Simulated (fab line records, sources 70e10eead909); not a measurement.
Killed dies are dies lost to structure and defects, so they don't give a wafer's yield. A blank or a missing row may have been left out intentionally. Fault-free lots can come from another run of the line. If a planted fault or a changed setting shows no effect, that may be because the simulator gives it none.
Matching of chambers | flow nand-harc | NHARC_A_CHANNEL_HOLE_D1_DEP_01 on pecvd-03 has 3 sister chambers
The step deposits SiON, target thk 140 nm. 16 wafers are shown with their chamber, then 8 later ones without.

== WAFERS, EACH WITH ITS CHAMBER ==
wafer  | chamber | heater-power-w (W)
L742.3 | 0       | 584
L742.4 | 0       | 602
L742.5 | 2       | 740
L744.3 | 1       | 676
L744.5 | 1       | 687
L744.6 | 0       | 635
L748.2 | 2       | 762
L748.5 | 1       | 760
L748.6 | 2       | 803
L749.1 | 1       | 728
L749.4 | 2       | 701
L749.5 | 0       | 642
L753.2 | 0       | 621
L753.4 | 1       | 723
L753.6 | 2       | 733
L755.2 | 1       | 713

SIGNATURES, as means of the wafers listed above
reading        | chamber 0 | chamber 1 | chamber 2 | scatter within a chamber
heater-power-w | 616.80    | 714.50    | 747.80    | 31.1
Rule: for each reading, subtract the chamber's mean from the wafer's reading, divide by that reading's scatter and square the result; add these up over the readings and take the root, which gives the wafer's distance from the chamber. If the next closest chamber is less than 2 further off than the closest, the wafer can't be placed; otherwise it belongs to the closest. The scatter is the square root of a quotient: the sum, over the shown wafers, of each reading's squared deviation from its chamber's mean, divided by wafers minus chambers.

== WAFERS MISSING THEIR CHAMBER ==
wafer  | heater-power-w (W)
L755.4 | 720
L755.6 | 715
L757.3 | 561
L757.5 | 806
L758.3 | 651
L758.5 | 667
L759.3 | 715
L759.6 | 679

== WHICH CHAMBER EACH ONE RAN IN ==
wafer  | from the rows above          | in truth
L755.4 | can't be placed: 1 or 2      | 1
L755.6 | can't be placed: 1 or 2      | 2
L757.3 | 0                            | 0
L757.5 | can't be placed: 2 or 1      | 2
L758.3 | can't be placed: 0 or 1      | 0
L758.5 | can't be placed: 1 or 0 or 2 | 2
L759.3 | can't be placed: 1 or 2      | 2
L759.6 | can't be placed: 1 or 0 or 2 | 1
1 of 8 placed correctly. Unplaceable from these rows: 7, with the true chamber sitting among the candidates in 7. Placed wrongly: 0.
